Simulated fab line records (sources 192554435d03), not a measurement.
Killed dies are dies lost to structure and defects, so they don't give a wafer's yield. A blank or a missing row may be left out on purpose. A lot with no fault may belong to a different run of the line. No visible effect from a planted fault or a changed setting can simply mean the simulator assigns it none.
Matching of chambers | flow n5_finfet | N5_SDB_STRIP_21 on rie_diel-06: 4 sister chambers
The step strips in CF4. 20 wafers are shown with their chamber, then 10 later ones without.

== EACH WAFER AND ITS CHAMBER ==
wafer  | chamber | drypump_motor_current_A (A) | showerhead_plenum_p_Torr (Torr) | throttle_valve_pct (%)
L075.1 | 1       | 4.9                         | 1.74                            | 13.82
L075.4 | 3       | 5.4                         | 1.71                            | 13.73
L075.6 | 3       | 5.5                         | 1.71                            | 13.73
L077.2 | 1       | 4.9                         | 1.74                            | 13.83
L077.4 | 2       | 6.6                         | 1.72                            | 13.65
L077.5 | 3       | 5.4                         | 1.70                            | 13.72
L080.2 | 2       | 6.6                         | 1.72                            | 13.68
L080.3 | 3       | 5.5                         | 1.70                            | 13.74
L080.6 | 0       | 5.6                         | 1.80                            | 13.57
L083.4 | 2       | 6.6                         | 1.72                            | 13.68
L083.5 | 3       | 5.5                         | 1.70                            | 13.76
L083.6 | 0       | 5.6                         | 1.80                            | 13.57
L087.1 | 1       | 4.9                         | 1.74                            | 13.86
L087.3 | 0       | 5.6                         | 1.80                            | 13.60
L087.6 | 3       | 5.4                         | 1.70                            | 13.77
L089.4 | 0       | 5.6                         | 1.79                            | 13.61
L089.5 | 0       | 5.6                         | 1.79                            | 13.62
L089.6 | 3       | 5.4                         | 1.70                            | 13.78
L090.1 | 0       | 5.6                         | 1.79                            | 13.61
L090.3 | 1       | 4.9                         | 1.73                            | 13.89

SIGNATURES (averages over the wafers above)
reading                  | chamber 0 | chamber 1 | chamber 2 | chamber 3 | scatter within a chamber
drypump_motor_current_A  | 5.600     | 4.900     | 6.600     | 5.443     | 0.0327
showerhead_plenum_p_Torr | 1.7950    | 1.7375    | 1.7200    | 1.7029    | 0.00479
throttle_valve_pct       | 13.5967   | 13.8500   | 13.6700   | 13.7471   | 0.0238
Rule: for each reading, subtract the chamber's mean from the wafer's reading, divide by that reading's scatter and square the result; add these up over the readings and take the root, which gives the wafer's distance from the chamber. The wafer belongs to the nearest chamber; if the next one is less than 2 further off, it can't be placed. How the scatter is found: for the shown wafers, subtract from each reading the mean of its chamber, square and add these, divide the total by (wafers less chambers), then take the root.

== WAFERS WHOSE CHAMBER IS MISSING ==
wafer  | drypump_motor_current_A (A) | showerhead_plenum_p_Torr (Torr) | throttle_valve_pct (%)
L090.5 | 4.9                         | 1.73                            | 13.89
L092.2 | 5.6                         | 1.79                            | 13.60
L092.3 | 5.4                         | 1.70                            | 13.80
L092.6 | 6.6                         | 1.71                            | 13.75
L093.2 | 5.5                         | 1.69                            | 13.82
L093.3 | 4.8                         | 1.73                            | 13.89
L093.5 | 4.8                         | 1.73                            | 13.91
L094.1 | 4.9                         | 1.73                            | 13.91
L094.5 | 5.6                         | 1.79                            | 13.65
L094.6 | 5.5                         | 1.69                            | 13.82

== THE CHAMBER EACH PASSED THROUGH ==
wafer  | from the rows above | in truth
L090.5 | 1                   | 1
L092.2 | 0                   | 0
L092.3 | 3                   | 3
L092.6 | 2                   | 2
L093.2 | 3                   | 3
L093.3 | 1                   | 1
L093.5 | 1                   | 1
L094.1 | 1                   | 1
L094.5 | 0                   | 0
L094.6 | 3                   | 3
Correctly placed: 10 of 10. Number that these rows cannot place: 0. 0 placed wrongly.
